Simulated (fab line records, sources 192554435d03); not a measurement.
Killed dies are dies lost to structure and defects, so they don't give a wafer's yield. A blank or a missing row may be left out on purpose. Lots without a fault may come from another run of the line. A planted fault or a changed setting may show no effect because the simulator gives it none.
Which tool did it? | flow n5_finfet | 10 lots, 30 wafers sampled, at 1 step of a route of 1938

WHAT THE GAUGES READ, wafer by wafer
N5_BEOL_M11_CD_MEAS_28: target cd 70 nm. Usual: cd_nm 70.1 nm, standard deviation 0.87.
lot  | measured     | on        | cd_nm (nm)     | flag
L586 | day 10 11:02 | cd_sem-03 | 71.0 70.5 71.2 |
L590 | day 11 10:01 | cd_sem-02 | 68.6 69.1 68.0 |
L592 | day 11 17:46 | cd_sem-02 | 70.3 69.1 71.9 |
L593 | day 12 14:04 | cd_sem-03 | 69.6 70.0 70.6 |
L603 | day 14 21:57 | cd_sem-03 | 71.2 71.1 71.3 |
L602 | day 15 04:01 | cd_sem-02 | 70.1 70.7 71.2 |
L604 | day 15 09:55 | cd_sem-02 | 71.6 71.2 70.6 |
L605 | day 15 23:22 | cd_sem-01 | 71.9 70.8 70.7 |
L607 | day 16 15:55 | cd_sem-01 | 69.0 69.4 69.1 |
L606 | day 16 16:22 | cd_sem-03 | 69.3 69.1 68.7 |

WHICH TOOL RAN EACH LOT (tool, then ch and the chambers of the sampled wafers, then the start)
The record holds no process step before these readings.

WHAT THE TOOLS THEMSELVES READ (means of the sampled wafers that have a number; where no wafer has one, the mark that the record gives instead)
The record holds no such reading with a usual standard deviation.

THE ANSWER, worked out from the rows above alone
Rule: a lot is off if the mean of its wafers that have a number lies more than 3 standard deviations from the usual mean. A lot without any number at a reading at which 4 lots or more have one is off too. The other lots that the step has rows for count as sound. The gauges are gone through in route order, then the tools' own readings, and for those a lot's mean is taken as printed above. The first step at which some lot is off is used, and at that step the reading that is off furthest; a lot without a number counts as furthest.
No lot is off at any reading shown: from this, nothing can be told.

WHAT THE SIMULATOR HAD PUT IN
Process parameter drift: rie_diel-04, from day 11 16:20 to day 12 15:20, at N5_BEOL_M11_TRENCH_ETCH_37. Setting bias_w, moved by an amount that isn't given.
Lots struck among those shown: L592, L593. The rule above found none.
